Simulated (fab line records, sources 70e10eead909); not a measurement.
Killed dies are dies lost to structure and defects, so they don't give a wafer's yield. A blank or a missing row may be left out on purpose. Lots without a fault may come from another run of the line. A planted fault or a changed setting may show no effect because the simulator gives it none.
Problem report in the 8D (eight disciplines) form, filled by code | flow nand_harc | the parts of the form that need people (team, actions taken, sign-off) are left out

1. THE PROBLEM
thk_nm at NHARC_A_ONON_D1_THK_MEAS_08 reads a mean of 895 nm on 1 wafer of 1 lot; wafers without a fault read 1001 nm with a standard deviation of 10. That is -11 standard deviations from the usual mean.
The step: measures by ellipsometry.
First seen on wafer L704.3, day 13 19:59, on film_metro-02. The record holds 39 wafers of 13 lots with a number at this step. Rule for "out", or "out of limits": more than 4 standard deviations from the usual mean. The other wafers with a number count as sound.

2. WHAT IT IS AND WHAT IT IS NOT
question                    | is                | is not
which readings at this step | thk_nm            | -
which lots                  | L704              | L690, L692, L693, L694, L695, L696, L697, L701, L702, L707, L711, L712
which wafers of those lots  | L704.3            | L704.4, L704.5
read on which gauges        | film_metro-02     | film_metro-01
when                        | from day 13 19:59 | up to then (29 sound wafers); but 9 sound wafers of L707, L711, L712 came after

3. SUSPECTS, AND WHAT RULES EACH OUT
Counting: a tool at a process step up to the reading stays a suspect if it ran every lot that is out. Sound lots after the first of them don't rule it out here, since some wafers of a struck lot are sound.
- the gauge at NHARC_A_ONON_D1_THK_MEAS_08: kept. All the wafers that are out were read on film_metro-02, and no step on other tools shows them out.
- pecvd_onon-04 at NHARC_A_ONON_D1_DEP_06 (target thk 1000 nm): kept. It ran the lot that is out, L704 (day 13 19:35); its last sound lot up to then is L696 (day 10 22:51).
Left after counting: pecvd_onon-04 at NHARC_A_ONON_D1_DEP_06, film_metro-02 at NHARC_A_ONON_D1_THK_MEAS_08.

4. THE CAUSE (what the simulator had put in)
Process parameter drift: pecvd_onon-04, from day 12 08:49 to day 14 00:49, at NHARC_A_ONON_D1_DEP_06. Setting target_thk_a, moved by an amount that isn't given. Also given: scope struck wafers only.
Counting left 2 suspects, and this tool is among them.

5. THE CHAIN OF EFFECTS, in route order
Each row: a reading whose mean over the struck wafers that have a number lies more than 3 standard deviations from the usual. Only readings for which the record gives a usual standard deviation are gone through. hours: the time from each lot's start at the first step in this table that gives one to its start at this step, as a median over the lots. sigmas: the change in usual standard deviations.
hours | step                        | reading | usual   | on struck wafers | change | sigmas
0     | NHARC_A_ONON_D1_THK_MEAS_08 | thk_nm  | 1001 nm | 895              | -106   | -11
Later measuring or inspecting steps at which every struck wafer that the step has a row for has a number for every such reading, and none has moved that far: NHARC_A_ONON_D1_THK_MEAS_14.

6. WHAT WOULD HAVE CAUGHT IT SOONER
In this record the first reading out of limits at a measuring or inspecting step was taken at day 13 19:59, 35 hours after the fault began at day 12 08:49.
All the lots that are out (1) had begun NHARC_A_ONON_D1_DEP_06 on pecvd_onon-04 by day 13 19:59. A hold on the tool at that time would have spared none of them.
